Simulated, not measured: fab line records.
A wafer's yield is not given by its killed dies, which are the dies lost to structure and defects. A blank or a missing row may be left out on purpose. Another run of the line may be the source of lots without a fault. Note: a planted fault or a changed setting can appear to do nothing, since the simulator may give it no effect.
Chamber matching :: flow n5-finfet :: uv-cure-01 running N5_BEOL_M8_CURE_75: 3 sister chambers
The step cures SiCOH lowk, time 120 s. 22 wafers are shown with their chamber, then 11 later ones without.

## WAFERS, EACH WITH ITS CHAMBER
wafer: L074.1
chamber: 0
wafer_temp_C_max: 371.5
lamp-power-pct (%): 52.37

wafer: L074.2
chamber: 0
wafer_temp_C_max: 371.2
lamp-power-pct (%): 52.35

wafer: L074.4
chamber: 0
wafer_temp_C_max: 371.2
lamp-power-pct (%): 52.32

wafer: L076.1
chamber: 0
wafer_temp_C_max: 371.3
lamp-power-pct (%): 52.32

wafer: L076.2
chamber: 0
wafer_temp_C_max: 372.3
lamp-power-pct (%): 52.32

wafer: L076.4
chamber: 0
wafer_temp_C_max: 372.5
lamp-power-pct (%): 52.31

wafer: L078.2
chamber: 0
wafer_temp_C_max: 371.5
lamp-power-pct (%): 52.32

wafer: L078.3
chamber: 0
wafer_temp_C_max: 371.3
lamp-power-pct (%): 52.42

wafer: L078.5
chamber: 0
wafer_temp_C_max: 371.9
lamp-power-pct (%): 52.37

wafer: L079.1
chamber: 0
wafer_temp_C_max: 372.0
lamp-power-pct (%): 52.36

wafer: L079.2
chamber: 0
wafer_temp_C_max: 372.0
lamp-power-pct (%): 52.32

wafer: L079.6
chamber: 0
wafer_temp_C_max: 371.7
lamp-power-pct (%): 52.27

wafer: L082.1
chamber: 2
wafer_temp_C_max: 372.0
lamp-power-pct (%): 52.27

wafer: L082.2
chamber: 2
wafer_temp_C_max: 371.9
lamp-power-pct (%): 52.29

wafer: L082.6
chamber: 2
wafer_temp_C_max: 371.8
lamp-power-pct (%): 52.22

wafer: L084.2
chamber: 2
wafer_temp_C_max: 371.6
lamp-power-pct (%): 52.37

wafer: L084.4
chamber: 2
wafer_temp_C_max: 371.4
lamp-power-pct (%): 52.26

wafer: L084.5
chamber: 2
wafer_temp_C_max: 371.9
lamp-power-pct (%): 52.31

wafer: L085.1
chamber: 1
wafer_temp_C_max: 371.1
lamp-power-pct (%): 52.29

wafer: L085.3
chamber: 1
wafer_temp_C_max: 370.5
lamp-power-pct (%): 52.42

wafer: L085.5
chamber: 1
wafer_temp_C_max: 371.0
lamp-power-pct (%): 52.31

wafer: L089.3
chamber: 2
wafer_temp_C_max: 372.0
lamp-power-pct (%): 52.36

SIGNATURES (means of the wafers above)
reading: wafer_temp_C_max
chamber 0: 371.700
chamber 1: 370.867
chamber 2: 371.800
scatter within a chamber: 0.372

reading: lamp-power-pct
chamber 0: 52.3375
chamber 1: 52.3400
chamber 2: 52.2971
scatter within a chamber: 0.048
Rule: for each reading, subtract the chamber's mean from the wafer's reading, divide by that reading's scatter and square the result; add these up over the readings and take the root, which gives the wafer's distance from the chamber. If the next closest chamber is less than 2 further off than the closest, the wafer can't be placed; otherwise it belongs to the closest. The scatter: the root of (the sum of the squares of (reading less its chamber's mean) over the shown wafers, divided by (wafers less chambers)).

## WAFERS WHOSE CHAMBER IS MISSING
wafer: L089.4
wafer_temp_C_max: 371.5
lamp-power-pct (%): 52.34

wafer: L089.6
wafer_temp_C_max: 371.5
lamp-power-pct (%): 52.33

wafer: L090.4
wafer_temp_C_max: 370.9
lamp-power-pct (%): 52.38

wafer: L090.5
wafer_temp_C_max: 371.5
lamp-power-pct (%): 52.37

wafer: L090.6
wafer_temp_C_max: 371.8
lamp-power-pct (%): 52.36

wafer: L093.1
wafer_temp_C_max: 371.5
lamp-power-pct (%): 52.20

wafer: L093.5
wafer_temp_C_max: 371.5
lamp-power-pct (%): 52.43

wafer: L093.6
wafer_temp_C_max: 371.7
lamp-power-pct (%): 52.26

wafer: L097.2
wafer_temp_C_max: 372.0
lamp-power-pct (%): 52.34

wafer: L097.3
wafer_temp_C_max: 372.2
lamp-power-pct (%): 52.34

wafer: L097.4
wafer_temp_C_max: 372.0
lamp-power-pct (%): 52.32

## EACH ONE'S CHAMBER
wafer: L089.4
from the rows above: can't be placed: 0 or 2 or 1
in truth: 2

wafer: L089.6
from the rows above: can't be placed: 0 or 2 or 1
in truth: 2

wafer: L090.4
from the rows above: can't be placed: 1 or 0
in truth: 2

wafer: L090.5
from the rows above: can't be placed: 0 or 2 or 1
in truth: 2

wafer: L090.6
from the rows above: can't be placed: 0 or 2
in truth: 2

wafer: L093.1
from the rows above: can't be placed: 2 or 0 or 1
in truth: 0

wafer: L093.5
from the rows above: can't be placed: 0 or 1 or 2
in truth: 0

wafer: L093.6
from the rows above: can't be placed: 2 or 0 or 1
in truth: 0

wafer: L097.2
from the rows above: can't be placed: 0 or 2
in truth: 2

wafer: L097.3
from the rows above: can't be placed: 0 or 2
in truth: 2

wafer: L097.4
from the rows above: can't be placed: 2 or 0
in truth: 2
Correctly placed: 0 of 11. From these rows, 11 cannot be placed; in 10 the true chamber is one of the candidates. Wrongly placed: 0.
